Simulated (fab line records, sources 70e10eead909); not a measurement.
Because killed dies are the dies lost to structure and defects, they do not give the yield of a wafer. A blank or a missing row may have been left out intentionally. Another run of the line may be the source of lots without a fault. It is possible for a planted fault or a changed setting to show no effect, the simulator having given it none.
The same fault as seen by 2 desks -- flow nand_harc -- every desk sees just its own numbers, and what lay behind them comes last

## FROM THE METROLOGY DESK
What the gauges read, lot by lot, whatever tool the lot ran on: means of the sampled wafers that have a number. A lot is out of limits, marked OUT, if its mean lies more than 4 standard deviations from the usual mean; the brackets give that distance.
Columns: A = cd_nm at NHARC_P_GATE_CD_MEAS_33, usual 119.8 nm
lot,first seen here,A
L272,day 5 13:23,117.6
L273,day 5 21:28,120.5
L275,day 6 17:14,120.6
L277,day 7 12:24,120.9
L276,day 7 12:38,118.4
L279,day 9 02:19,119.1
L280,day 9 12:45,120.1
L284,day 10 08:35,119.5
L290,day 12 23:22,122.0
L291,day 13 06:36,118.6
L292,day 13 18:07,118.9
L293,day 14 13:14,116.6
L294,day 14 16:41,120.4
This desk's verdict: no lot among the 13 shows anything out of limits.

## THE DEFECT DESK
For each lot, the counts of the inspections along the route, averaged over the sampled wafers that have a number. A lot is out of limits, marked OUT, if its mean lies more than 4 standard deviations from the usual mean; the brackets give that distance.
Columns: A = raw_defect_count at NHARC_P_GATE_INSPECT_68, usual 187
lot,first seen here,A
L272,day 6 06:52,253
L273,day 6 14:47,149
L275,day 7 10:55,205
L277,day 8 06:02,146
L276,day 8 06:49,328
L279,day 9 19:50,221
L280,day 10 05:55,1306 (+15) OUT
L284,day 11 01:56,1138 (+13) OUT
L290,day 13 16:49,154
L291,day 14 00:20,256
L292,day 14 11:30,166
L293,day 15 06:39,262
L294,day 15 12:29,133
This desk's verdict: out of limits on L280, L284, starting with L280 at day 10 05:55 (raw_defect_count at NHARC_P_GATE_INSPECT_68). In limits: L272, L273, L275, L277, L276, L279, L290, L291, L292, L293, L294.

## TAKEN TOGETHER
The defect desk could have raised an alarm at day 10 05:55, on L280, L284.
From the metrology desk's view, nothing was out of limits.
The metrology desk has L280, L284 on record, within its limits.
Every lot named ran NHARC_P_GATE_SPUTTER_78 on pvd_sputter-03.

## WHAT THE SIMULATOR HAD PUT IN
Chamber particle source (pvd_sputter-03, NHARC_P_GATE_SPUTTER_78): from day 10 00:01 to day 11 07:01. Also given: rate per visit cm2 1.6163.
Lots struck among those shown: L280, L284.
Hours from the fault's start to each desk's first reading out of limits: the defect desk, 6.
